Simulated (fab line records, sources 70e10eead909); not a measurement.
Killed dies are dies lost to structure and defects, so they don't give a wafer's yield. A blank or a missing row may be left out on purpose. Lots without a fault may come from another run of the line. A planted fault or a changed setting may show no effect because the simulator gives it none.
Which tool did it? | flow nand_harc | 14 lots, 42 wafers sampled, at 3 steps of a route of 1302

WHAT THE GAUGES READ, wafer by wafer
NHARC_A_ONON_D2_THK_MEAS_11: measures by ellipsometry.
lot  | measured     | on            | thk_nm (nm)
L714 | day 12 19:44 | film_metro-02 | 998 1000 999
L715 | day 13 01:11 | film_metro-01 | 997 996 999
L716 | day 13 01:11 | film_metro-02 | 1002 1003 1003
L717 | day 13 15:49 | film_metro-01 | 983 984 984
L718 | day 14 11:44 | film_metro-01 | 1006 1004 1005
L720 | day 14 21:56 | film_metro-02 | 1010 1011 1010
L723 | day 16 08:22 | film_metro-02 | 1012 1010 1013
L728 | day 18 22:34 | film_metro-01 | 998 999 999
L731 | day 19 15:53 | film_metro-01 | 982 1499 984
L733 | day 20 12:43 | film_metro-01 | 1513 1516 1001
L734 | day 20 18:18 | film_metro-02 | 1003 1006 1004
L735 | day 21 00:58 | film_metro-02 | 995 995 996
L736 | day 21 15:22 | film_metro-01 | 980 981 981
L737 | day 22 03:56 | film_metro-02 | 1004 1004 1004

WHICH TOOL RAN EACH LOT (tool, then ch and the chambers of the sampled wafers, then the start)
lot  | NHARC_A_CHANNEL_FILL_D1_ALD_03                 | NHARC_A_ONON_D2_DEP_09
L714 | ald_sin_batch-03 ch 0, day 12 19:17 or earlier | pecvd_onon-02 ch 0, day 12 19:17
L715 | ald_sin_batch-01 ch 0, day 13 00:41 or earlier | pecvd_onon-02 ch 0, day 13 00:41
L716 | ald_sin_batch-01 ch 0, day 13 00:40 or earlier | pecvd_onon-04 ch 0, day 13 00:40
L717 | ald_sin_batch-03 ch 0, day 13 15:22 or earlier | pecvd_onon-02 ch 0, day 13 15:22
L718 | ald_sin_batch-02 ch 0, day 14 11:13 or earlier | pecvd_onon-02 ch 0, day 14 11:13
L720 | ald_sin_batch-03 ch 0, day 14 21:26 or earlier | pecvd_onon-04 ch 0, day 14 21:26
L723 | ald_sin_batch-01 ch 0, day 16 07:55 or earlier | pecvd_onon-01 ch 0, day 16 07:55
L728 | ald_sin_batch-01 ch 0, day 18 22:14 or earlier | pecvd_onon-04 ch 0, day 18 22:14
L731 | ald_sin_batch-01 ch 0, day 19 15:22 or earlier | pecvd_onon-04 ch 0, day 19 15:22
L733 | ald_sin_batch-01 ch 0, day 20 12:14 or earlier | pecvd_onon-04 ch 0, day 20 12:14
L734 | ald_sin_batch-01 ch 0, day 20 17:47 or earlier | pecvd_onon-02 ch 0, day 20 17:47
L735 | ald_sin_batch-02 ch 0, day 21 00:28 or earlier | pecvd_onon-02 ch 0, day 21 00:28
L736 | ald_sin_batch-01 ch 0, day 21 14:51 or earlier | pecvd_onon-01 ch 0, day 21 14:51
L737 | ald_sin_batch-03 ch 0, day 22 03:29 or earlier | pecvd_onon-02 ch 0, day 22 03:29
- NHARC_A_CHANNEL_FILL_D1_ALD_03: deposits SiNx, target thk 6 nm, pulse time 60 s, ald cycles 58.
- NHARC_A_ONON_D2_DEP_09: target thk 1000 nm.

WHAT THE TOOLS THEMSELVES READ (means of the sampled wafers that have a number; where no wafer has one, the mark that the record gives instead)
NHARC_A_CHANNEL_FILL_D1_ALD_03.
lot  | tool             | precursor_pulse_height_rel
L714 | ald_sin_batch-03 | 0.993
L715 | ald_sin_batch-01 | 1.002
L716 | ald_sin_batch-01 | 1.001
L717 | ald_sin_batch-03 | 0.983
L718 | ald_sin_batch-02 | 1.004
L720 | ald_sin_batch-03 | 0.996
L723 | ald_sin_batch-01 | 0.997
L728 | ald_sin_batch-01 | 0.999
L731 | ald_sin_batch-01 | 1.015
L733 | ald_sin_batch-01 | 1.008
L734 | ald_sin_batch-01 | 0.991
L735 | ald_sin_batch-02 | 0.999
L736 | ald_sin_batch-01 | 0.998
L737 | ald_sin_batch-03 | 0.996

NHARC_A_ONON_D2_DEP_09.
lot  | tool          | n2_flow_sccm (sccm) | n2o_flow_sccm (sccm)
L714 | pecvd_onon-02 | 2751                | 2001
L715 | pecvd_onon-02 | 2743                | 2001
L716 | pecvd_onon-04 | 2750                | 2001
L717 | pecvd_onon-02 | 2756                | 1995
L718 | pecvd_onon-02 | 2757                | 2000
L720 | pecvd_onon-04 | 2751                | 2003
L723 | pecvd_onon-01 | 2758                | 2002
L728 | pecvd_onon-04 | 2731                | 1997
L731 | pecvd_onon-04 | 2755                | 2003
L733 | pecvd_onon-04 | 2748                | 2001
L734 | pecvd_onon-02 | 2750                | 2000
L735 | pecvd_onon-02 | 2754                | 2005
L736 | pecvd_onon-01 | 2751                | 2004
L737 | pecvd_onon-02 | 2755                | 1998

THE ANSWER, worked out from the rows above alone
Rule: what is usual is taken from the lots themselves. Put in order of their means at a reading, lots are off if they are a third of the lots or fewer, leave a main group of 4 or more, and stand apart from it by a gap of 3 or more times the standard deviation of the main group's means; of several such gaps the widest counts. A main group whose means are all the same, to the digits that the tables above print for the reading, isn't used. A lot without any number at a reading at which 4 lots or more have one is off too. The other lots that the step has rows for count as sound. The gauges are gone through in route order, then the tools' own readings, and for those a lot's mean is taken as printed above. The first step at which some lot is off is used, and at that step the reading that is off furthest; a lot without a number counts as furthest.
Off: L731, L733, at NHARC_A_ONON_D2_THK_MEAS_11 (thk_nm). The main group: mean 999 nm, standard deviation 9.
A tool fits if, at a process step before that reading, it ran every lot that is off, and no sound lot after the first of them. The gauges at NHARC_A_ONON_D2_THK_MEAS_11 are tried like those tools. NHARC_A_CHANNEL_FILL_D1_ALD_03 gives no start for some lots, so the hours and the order of its lots are those of NHARC_A_ONON_D2_DEP_09. One fits: pecvd_onon-04 at NHARC_A_ONON_D2_DEP_09. Its last sound lot is L728 (day 18 22:14), its first lot that is off L731 (day 19 15:22): a fault that began between those two fits.

WHAT THE SIMULATOR HAD PUT IN
Process parameter drift: pecvd_onon-04, from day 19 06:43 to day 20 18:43, at NHARC_A_ONON_D2_DEP_09. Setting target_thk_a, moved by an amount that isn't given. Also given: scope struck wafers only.
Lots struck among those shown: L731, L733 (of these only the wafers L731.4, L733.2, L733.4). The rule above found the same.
